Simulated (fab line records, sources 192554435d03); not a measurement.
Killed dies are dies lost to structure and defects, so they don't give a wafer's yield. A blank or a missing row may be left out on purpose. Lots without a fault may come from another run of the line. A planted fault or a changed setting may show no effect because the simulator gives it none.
Which tool did it? | flow n5_finfet | 22 lots, 66 wafers sampled, at 6 steps of a route of 1938

WHAT THE GAUGES READ, wafer by wafer
The record holds no reading of a measuring or inspecting step that can be judged against a usual standard deviation.

WHICH TOOL RAN EACH LOT (tool, then ch and the chambers of the sampled wafers, then the start)
lot  | N5_BEOL_M3_DESCUM_16               | N5_BEOL_M3_STRIP_66                | N5_BEOL_M3_STRIP_36                | N5_BEOL_M3_ETCH_41                            | N5_BEOL_M3_DEGAS_44          | N5_BEOL_M3_DEP_57
L074 | rie_diel-04 ch 0,1,3, day 7 02:59  | rie_diel-04 ch 0,1,3, day 7 03:11  | rie_diel-02 ch 2,3, day 7 05:40    | rie_diel-02 ch 2,3, day 7 06:04 or earlier    | pvd_sputter-03, day 7 06:04  | pecvd-02 ch 0,1,2, day 7 09:34
L075 | rie_diel-02 ch 1,2,3, day 7 03:10  | rie_diel-02 ch 1,2,3, day 7 03:22  | rie_diel-06 ch 0,1,2, day 7 05:46  | rie_diel-06 ch 0,1,2, day 7 06:10 or earlier  | pvd_sputter-03, day 7 06:10  | pecvd-04 ch 0,2, day 7 09:42
L076 | rie_diel-06 ch 1,2,3, day 7 12:40  | rie_diel-06 ch 1,2,3, day 7 12:52  | rie_diel-02 ch 1,2,3, day 7 15:03  | rie_diel-02 ch 1,2,3, day 7 16:01 or earlier  | pvd_sputter-01, day 7 16:01  | pecvd-02 ch 0,1, day 7 19:49
L077 | rie_diel-06 ch 0,3, day 7 22:47    | rie_diel-06 ch 0,3, day 7 22:59    | rie_diel-02 ch 1,2,3, day 8 01:43  | rie_diel-02 ch 1,2,3, day 8 02:23 or earlier  | pvd_sputter-01, day 8 02:23  | pecvd-02 ch 0,2, day 8 07:25
L078 | rie_diel-04 ch 0,1,2, day 7 23:32  | rie_diel-04 ch 0,1,2, day 7 23:45  | rie_diel-02 ch 1,2,3, day 8 06:46  | rie_diel-02 ch 1,2,3, day 8 07:27 or earlier  | pvd_sputter-02, day 8 07:27  | pecvd-02 ch 0,1, day 8 14:06
L079 | rie_diel-04 ch 1,2,3, day 8 06:47  | rie_diel-04 ch 1,2,3, day 8 07:00  | rie_diel-06 ch 1,2,3, day 8 18:32  | rie_diel-06 ch 1,2,3, day 8 19:19 or earlier  | pvd_sputter-01, day 8 19:19  | pecvd-02 ch 0,1, day 9 00:19
L080 | rie_diel-06 ch 1,2, day 8 14:22    | rie_diel-06 ch 1,2, day 8 14:34    | rie_diel-04 ch 0,1, day 8 18:29    | rie_diel-04 ch 0,1, day 8 19:16 or earlier    | pvd_sputter-03, day 8 19:16  | pecvd-04 ch 0,1,2, day 8 23:14
L081 | rie_diel-04 ch 0,1, day 8 19:17    | rie_diel-04 ch 0,1, day 8 19:29    | rie_diel-02 ch 2,3, day 8 21:37    | rie_diel-02 ch 2,3, day 8 22:13 or earlier    | pvd_sputter-02, day 8 22:13  | pecvd-02 ch 0,1, day 9 03:36
L082 | rie_diel-06 ch 0,1,2, day 9 08:50  | rie_diel-06 ch 0,1,2, day 9 09:03  | rie_diel-02 ch 0,3, day 9 12:56    | rie_diel-02 ch 0,3, day 9 13:29 or earlier    | pvd_sputter-01, day 9 13:29  | pecvd-01 ch 0,1, day 9 16:51
L083 | rie_diel-02 ch 1,2,3, day 9 14:00  | rie_diel-02 ch 1,2,3, day 9 14:13  | rie_diel-02 ch 0,1,3, day 9 16:08  | rie_diel-02 ch 0,1,3, day 9 16:52 or earlier  | pvd_sputter-02, day 9 16:52  | pecvd-04 ch 1,2, day 9 20:29
L084 | rie_diel-06 ch 1,2,3, day 9 14:02  | rie_diel-06 ch 1,2,3, day 9 14:14  | rie_diel-06 ch 0,3, day 9 16:11    | rie_diel-06 ch 0,3, day 9 16:56 or earlier    | pvd_sputter-02, day 9 16:56  | pecvd-01 ch 0,1,2, day 9 22:47
L085 | rie_diel-06 ch 0,1,2, day 10 02:59 | rie_diel-06 ch 0,1,2, day 10 03:12 | rie_diel-02 ch 0,1,3, day 10 05:29 | rie_diel-02 ch 0,1,3, day 10 05:52 or earlier | pvd_sputter-02, day 10 05:52 | pecvd-01 ch 1,2, day 10 09:26
L086 | rie_diel-02 ch 1,2,3, day 10 05:38 | rie_diel-02 ch 1,2,3, day 10 05:51 | rie_diel-06 ch 0,1, day 10 08:28   | rie_diel-06 ch 0,1, day 10 09:22 or earlier   | pvd_sputter-03, day 10 09:22 | pecvd-01 ch 0,2, day 10 12:44
L088 | rie_diel-06 ch 0,1,3, day 10 15:21 | rie_diel-06 ch 0,1,3, day 10 15:34 | rie_diel-06 ch 0,1,3, day 10 23:59 | rie_diel-06 ch 0,1,3, day 11 00:34 or earlier | pvd_sputter-02, day 11 00:34 | pecvd-02 ch 0,1,2, day 11 04:23
L090 | rie_diel-02 ch 1,2, day 11 00:38   | rie_diel-02 ch 1,2, day 11 00:50   | rie_diel-02 ch 1,3, day 11 05:50   | rie_diel-02 ch 1,3, day 11 06:54 or earlier   | pvd_sputter-01, day 11 06:54 | pecvd-02 ch 1,2, day 12 10:56
L089 | rie_diel-04 ch 0,2, day 11 07:36   | rie_diel-04 ch 0,2, day 11 07:49   | rie_diel-02 ch 0,1,2, day 11 19:35 | rie_diel-02 ch 0,1,2, day 11 19:58 or earlier | pvd_sputter-02, day 11 19:58 | pecvd-02 ch 1,2, day 11 23:19
L091 | rie_diel-06 ch 0,2, day 11 10:46   | rie_diel-06 ch 0,2, day 11 10:58   | rie_diel-02 ch 0,2,3, day 12 04:19 | rie_diel-02 ch 0,2,3, day 12 04:43 or earlier | pvd_sputter-03, day 12 04:43 | pecvd-02 ch 0,1, day 12 11:55
L092 | rie_diel-06 ch 1,3, day 11 14:12   | rie_diel-06 ch 1,3, day 11 14:24   | rie_diel-04 ch 0,1,3, day 12 04:22 | rie_diel-04 ch 0,1,3, day 12 04:49 or earlier | pvd_sputter-02, day 12 04:49 | pecvd-02 ch 0,2, day 12 12:11
L093 | rie_diel-02 ch 1,2,3, day 11 17:25 | rie_diel-02 ch 1,2,3, day 11 17:38 | rie_diel-04 ch 1,2, day 12 06:05   | rie_diel-04 ch 1,2, day 12 07:01 or earlier   | pvd_sputter-02, day 12 07:01 | pecvd-02 ch 0,1, day 12 13:22
L095 | rie_diel-02 ch 0,2,3, day 12 21:19 | rie_diel-02 ch 0,2,3, day 12 21:32 | rie_diel-04 ch 0,3, day 13 01:41   | rie_diel-04 ch 0,3, day 13 02:27 or earlier   | pvd_sputter-03, day 13 02:27 | pecvd-02 ch 1,2, day 13 07:35
L096 | rie_diel-02 ch 0,1,2, day 13 03:07 | rie_diel-02 ch 0,1,2, day 13 03:19 | rie_diel-06 ch 0,1,2, day 13 09:56 | rie_diel-06 ch 0,1,2, day 13 10:36 or earlier | pvd_sputter-01, day 13 10:36 | pecvd-02 ch 1,2, day 13 15:35
L097 | rie_diel-06 ch 0,1, day 13 03:23   | rie_diel-06 ch 0,1, day 13 03:35   | rie_diel-02 ch 0,2,3, day 13 04:44 | rie_diel-02 ch 0,2,3, day 13 05:45 or earlier | pvd_sputter-01, day 13 05:45 | pecvd-01 ch 1,2, day 13 11:19
- N5_BEOL_M3_DESCUM_16: chemistry O2, time 7 s.
- N5_BEOL_M3_STRIP_66: strips in CF4.
- N5_BEOL_M3_STRIP_36: strips in N2/H2.
- N5_BEOL_M3_ETCH_41: etches SiCN in CH3F/O2, target depth 29.9 nm, time 52.5 s.
- N5_BEOL_M3_DEGAS_44: time 60 s.
- N5_BEOL_M3_DEP_57: deposits SiCN from 3MS/NH3, target thk 8 nm, time 14 s.

WHAT THE TOOLS THEMSELVES READ (means of the sampled wafers that have a number; where no wafer has one, the mark that the record gives instead)
N5_BEOL_M3_DESCUM_16.
lot  | tool        | drypump_motor_current_A (A) | oes_product_au (a.u.) | rf_vpp_V (V) | showerhead_plenum_p_Torr (Torr) | throttle_valve_pct (%)
L074 | rie_diel-04 | 5.8                         | 0.73                  | 243.2        | 2.10                            | 20.2
L075 | rie_diel-02 | 5.9                         | 0.72                  | 242.6        | 2.07                            | 20.3
L076 | rie_diel-06 | 5.6                         | 0.83                  | 242.3        | 2.05                            | 20.2
L077 | rie_diel-06 | 5.7                         | 0.73                  | 244.1        | 2.13                            | 20.7
L078 | rie_diel-04 | 5.5                         | 0.73                  | 244.4        | 2.16                            | 20.2
L079 | rie_diel-04 | 5.6                         | 0.71                  | 243.1        | 2.10                            | 20.3
L080 | rie_diel-06 | 5.7                         | 0.85                  | 243.6        | 2.07                            | 20.0
L081 | rie_diel-04 | 6.0                         | 0.73                  | 244.2        | 2.15                            | 20.1
L082 | rie_diel-06 | 5.8                         | 0.81                  | 242.8        | 2.10                            | 20.3
L083 | rie_diel-02 | 5.9                         | 0.71                  | 242.9        | 2.07                            | 20.4
L084 | rie_diel-06 | 5.6                         | 0.81                  | 242.1        | 2.04                            | 20.2
L085 | rie_diel-06 | 5.8                         | 0.81                  | 242.8        | 2.10                            | 20.3
L086 | rie_diel-02 | 5.9                         | 0.71                  | 243.2        | 2.07                            | 20.4
L088 | rie_diel-06 | 5.5                         | 0.75                  | 243.6        | 2.10                            | 20.4
L090 | rie_diel-02 | 5.9                         | 0.71                  | 242.3        | 2.06                            | 20.5
L089 | rie_diel-04 | 5.2                         | 0.72                  | 244.4        | 2.15                            | 20.4
L091 | rie_diel-06 | 6.1                         | 0.81                  | 243.5        | 2.07                            | 20.5
L092 | rie_diel-06 | 5.3                         | 0.78                  | 242.5        | 2.07                            | 20.1
L093 | rie_diel-02 | 5.9                         | 0.70                  | 241.8        | 2.06                            | 20.4
L095 | rie_diel-02 | 6.4                         | 0.77                  | 243.0        | 2.07                            | 20.3
L096 | rie_diel-02 | 5.9                         | 0.86                  | 243.1        | 2.10                            | 20.2
L097 | rie_diel-06 | 5.7                         | 0.74                  | 243.8        | 2.15                            | 20.5

N5_BEOL_M3_STRIP_66.
lot  | tool        | drypump_motor_current_A (A) | oes_product_au (a.u.) | rf_vpp_V (V) | showerhead_plenum_p_Torr (Torr) | throttle_valve_pct (%)
L074 | rie_diel-04 | 5.8                         | 0.73                  | 271.2        | 1.82                            | 13.63
L075 | rie_diel-02 | 5.9                         | 0.72                  | 271.6        | 1.79                            | 13.59
L076 | rie_diel-06 | 5.6                         | 0.81                  | 270.2        | 1.76                            | 13.41
L077 | rie_diel-06 | 5.7                         | 0.72                  | 272.0        | 1.81                            | 13.73
L078 | rie_diel-04 | 5.5                         | 0.73                  | 272.6        | 1.87                            | 13.61
L079 | rie_diel-04 | 5.7                         | 0.71                  | 270.6        | 1.83                            | 13.72
L080 | rie_diel-06 | 5.7                         | 0.83                  | 271.0        | 1.79                            | 13.30
L081 | rie_diel-04 | 6.0                         | 0.73                  | 272.3        | 1.87                            | 13.54
L082 | rie_diel-06 | 5.8                         | 0.80                  | 271.2        | 1.80                            | 13.53
L083 | rie_diel-02 | 6.0                         | 0.70                  | 270.0        | 1.78                            | 13.64
L084 | rie_diel-06 | 5.6                         | 0.80                  | 269.8        | 1.75                            | 13.42
L085 | rie_diel-06 | 5.9                         | 0.79                  | 271.4        | 1.80                            | 13.54
L086 | rie_diel-02 | 6.0                         | 0.70                  | 270.4        | 1.78                            | 13.64
L088 | rie_diel-06 | 5.5                         | 0.74                  | 271.0        | 1.79                            | 13.56
L090 | rie_diel-02 | 5.9                         | 0.70                  | 269.9        | 1.76                            | 13.62
L089 | rie_diel-04 | 5.2                         | 0.73                  | 272.0        | 1.85                            | 13.69
L091 | rie_diel-06 | 6.1                         | 0.80                  | 271.8        | 1.78                            | 13.67
L092 | rie_diel-06 | 5.3                         | 0.76                  | 270.5        | 1.77                            | 13.34
L093 | rie_diel-02 | 5.9                         | 0.69                  | 271.3        | 1.78                            | 13.67
L095 | rie_diel-02 | 6.4                         | 0.76                  | 270.7        | 1.77                            | 13.57
L096 | rie_diel-02 | 5.9                         | 0.84                  | 271.3        | 1.81                            | 13.36
L097 | rie_diel-06 | 5.7                         | 0.72                  | 272.0        | 1.83                            | 13.68

N5_BEOL_M3_STRIP_36.
lot  | tool        | drypump_motor_current_A (A) | h2_flow_sccm (sccm) | n2_flow_sccm (sccm) | oes_product_au (a.u.) | rf_vpp_V (V) | showerhead_plenum_p_Torr (Torr) | throttle_valve_pct (%)
L074 | rie_diel-02 | 6.4                         | 199.7               | 199.9               | 0.73                  | 57.9         | 2.50                            | 23.7
L075 | rie_diel-06 | 5.8                         | 200.4               | 200.2               | 0.84                  | 59.6         | 2.56                            | 23.3
L076 | rie_diel-02 | 6.0                         | 199.8               | 200.1               | 0.71                  | 58.7         | 2.53                            | 23.6
L077 | rie_diel-02 | 6.0                         | 201.0               | 199.8               | 0.72                  | 57.8         | 2.53                            | 23.6
L078 | rie_diel-02 | 5.9                         | 199.9               | 200.3               | 0.72                  | 58.7         | 2.53                            | 23.6
L079 | rie_diel-06 | 5.6                         | 200.3               | 198.8               | 0.81                  | 59.5         | 2.49                            | 23.5
L080 | rie_diel-04 | 5.9                         | 199.2               | 200.3               | 0.73                  | 58.1         | 2.65                            | 23.5
L081 | rie_diel-02 | 6.4                         | 200.6               | 200.0               | 0.72                  | 60.1         | 2.50                            | 23.7
L082 | rie_diel-02 | 6.4                         | 199.9               | 200.2               | 0.87                  | 59.2         | 2.57                            | 23.1
L083 | rie_diel-02 | 6.0                         | 199.6               | 199.6               | 0.77                  | 59.2         | 2.58                            | 23.3
L084 | rie_diel-06 | 5.4                         | 199.1               | 200.4               | 0.71                  | 60.3         | 2.51                            | 24.1
L085 | rie_diel-02 | 6.0                         | 200.3               | 200.5               | 0.78                  | 59.8         | 2.57                            | 23.3
L086 | rie_diel-06 | 5.6                         | 199.9               | 199.9               | 0.79                  | 57.6         | 2.58                            | 23.1
L088 | rie_diel-06 | 5.5                         | 200.0               | 200.2               | 0.75                  | 58.8         | 2.54                            | 23.6
L090 | rie_diel-02 | 5.6                         | 200.1               | 200.5               | 0.68                  | 59.8         | 2.58                            | 23.5
L089 | rie_diel-02 | 5.9                         | 200.2               | 199.7               | 0.78                  | 59.6         | 2.53                            | 23.3
L091 | rie_diel-02 | 6.4                         | 199.8               | 200.9               | 0.78                  | 58.5         | 2.51                            | 23.4
L092 | rie_diel-04 | 5.8                         | 200.5               | 200.0               | 0.81                  | 60.2         | 2.66                            | 23.4
L093 | rie_diel-04 | 5.8                         | 199.5               | 199.4               | 0.69                  | 59.9         | 2.62                            | 23.4
L095 | rie_diel-04 | 5.7                         | 200.2               | 200.4               | 0.90                  | 57.7         | 2.68                            | 23.3
L096 | rie_diel-06 | 5.8                         | 199.3               | 200.1               | 0.78                  | 59.3         | 2.54                            | 23.4
L097 | rie_diel-02 | 6.4                         | 199.8               | 199.7               | 0.76                  | 59.7         | 2.50                            | 23.4

N5_BEOL_M3_ETCH_41.
lot  | tool        | drypump_motor_current_A (A) | oes_product_au (a.u.) | rf_vpp_V (V) | showerhead_plenum_p_Torr (Torr) | throttle_valve_pct (%)
L074 | rie_diel-02 | 6.4                         | 0.72                  | 296.7        | 1.97                            | 16.37
L075 | rie_diel-06 | 5.8                         | 0.83                  | 297.8        | 2.02                            | 16.27
L076 | rie_diel-02 | 5.9                         | 0.71                  | 297.0        | 1.98                            | 16.25
L077 | rie_diel-02 | 5.9                         | 0.70                  | 296.7        | 1.98                            | 16.25
L078 | rie_diel-02 | 5.9                         | 0.71                  | 297.6        | 1.98                            | 16.27
L079 | rie_diel-06 | 5.6                         | 0.81                  | 296.5        | 1.96                            | 16.18
L080 | rie_diel-04 | 6.0                         | 0.73                  | 298.8        | 2.07                            | 16.19
L081 | rie_diel-02 | 6.4                         | 0.70                  | 296.6        | 1.97                            | 16.39
L082 | rie_diel-02 | 6.4                         | 0.87                  | 298.6        | 2.02                            | 16.03
L083 | rie_diel-02 | 6.0                         | 0.78                  | 297.7        | 2.02                            | 16.10
L084 | rie_diel-06 | 5.4                         | 0.72                  | 295.7        | 1.95                            | 16.33
L085 | rie_diel-02 | 6.0                         | 0.78                  | 297.6        | 2.02                            | 16.11
L086 | rie_diel-06 | 5.6                         | 0.78                  | 297.2        | 2.03                            | 16.13
L088 | rie_diel-06 | 5.5                         | 0.73                  | 297.1        | 1.99                            | 16.26
L090 | rie_diel-02 | 5.6                         | 0.69                  | 297.6        | 2.02                            | 16.18
L089 | rie_diel-02 | 5.9                         | 0.78                  | 296.6        | 1.99                            | 16.12
L091 | rie_diel-02 | 6.4                         | 0.77                  | 296.7        | 1.98                            | 16.25
L092 | rie_diel-04 | 5.8                         | 0.80                  | 299.4        | 2.09                            | 16.17
L093 | rie_diel-04 | 5.8                         | 0.70                  | 298.7        | 2.05                            | 16.20
L095 | rie_diel-04 | 5.7                         | 0.88                  | 299.7        | 2.11                            | 16.11
L096 | rie_diel-06 | 5.8                         | 0.77                  | 296.8        | 2.01                            | 16.35
L097 | rie_diel-02 | 6.4                         | 0.76                  | 297.2        | 1.97                            | 16.27

N5_BEOL_M3_DEGAS_44.
lot  | tool           | heater_power_w (W)
L074 | pvd_sputter-03 | 365
L075 | pvd_sputter-03 | 330
L076 | pvd_sputter-01 | 400
L077 | pvd_sputter-01 | 347
L078 | pvd_sputter-02 | 358
L079 | pvd_sputter-01 | 389
L080 | pvd_sputter-03 | 354
L081 | pvd_sputter-02 | 396
L082 | pvd_sputter-01 | 396
L083 | pvd_sputter-02 | 386
L084 | pvd_sputter-02 | 379
L085 | pvd_sputter-02 | 364
L086 | pvd_sputter-03 | 365
L088 | pvd_sputter-02 | 365
L090 | pvd_sputter-01 | 378
L089 | pvd_sputter-02 | 403
L091 | pvd_sputter-03 | 359
L092 | pvd_sputter-02 | 357
L093 | pvd_sputter-02 | 359
L095 | pvd_sputter-03 | 361
L096 | pvd_sputter-01 | 374
L097 | pvd_sputter-01 | 402

N5_BEOL_M3_DEP_57.
lot  | tool     | showerhead_plenum_p_Torr (Torr) | throttle_valve_pct (%)
L074 | pecvd-02 | 3.677                           | 9.2
L075 | pecvd-04 | 3.652                           | 8.2
L076 | pecvd-02 | 3.673                           | 9.4
L077 | pecvd-02 | 3.680                           | 9.3
L078 | pecvd-02 | 3.681                           | 9.1
L079 | pecvd-02 | 3.675                           | 9.2
L080 | pecvd-04 | 3.655                           | 8.4
L081 | pecvd-02 | 3.665                           | 9.3
L082 | pecvd-01 | 3.647                           | 9.6
L083 | pecvd-04 | 3.651                           | 8.5
L084 | pecvd-01 | 3.653                           | 9.5
L085 | pecvd-01 | 3.659                           | 9.7
L086 | pecvd-01 | 3.656                           | 9.5
L088 | pecvd-02 | 3.673                           | 9.1
L090 | pecvd-02 | 3.658                           | 9.0
L089 | pecvd-02 | 3.661                           | 9.1
L091 | pecvd-02 | 3.667                           | 9.3
L092 | pecvd-02 | 3.671                           | 9.0
L093 | pecvd-02 | 3.670                           | 9.4
L095 | pecvd-02 | 3.652                           | 9.0
L096 | pecvd-02 | 3.658                           | 9.1
L097 | pecvd-01 | 3.661                           | 9.5

THE ANSWER, worked out from the rows above alone
Rule: what is usual is taken from the lots themselves. Put in order of their means at a reading, lots are off if they are a third of the lots or fewer, leave a main group of 4 or more, and stand apart from it by a gap of 3 or more times the standard deviation of the main group's means; of several such gaps the widest counts. A main group whose means are all the same, to the digits that the tables above print for the reading, isn't used. A lot without any number at a reading at which 4 lots or more have one is off too. The other lots that the step has rows for count as sound. The gauges are gone through in route order, then the tools' own readings, and for those a lot's mean is taken as printed above. The first step at which some lot is off is used, and at that step the reading that is off furthest; a lot without a number counts as furthest.
No lot is off at any reading shown: from this, nothing can be told.

WHAT THE SIMULATOR HAD PUT IN
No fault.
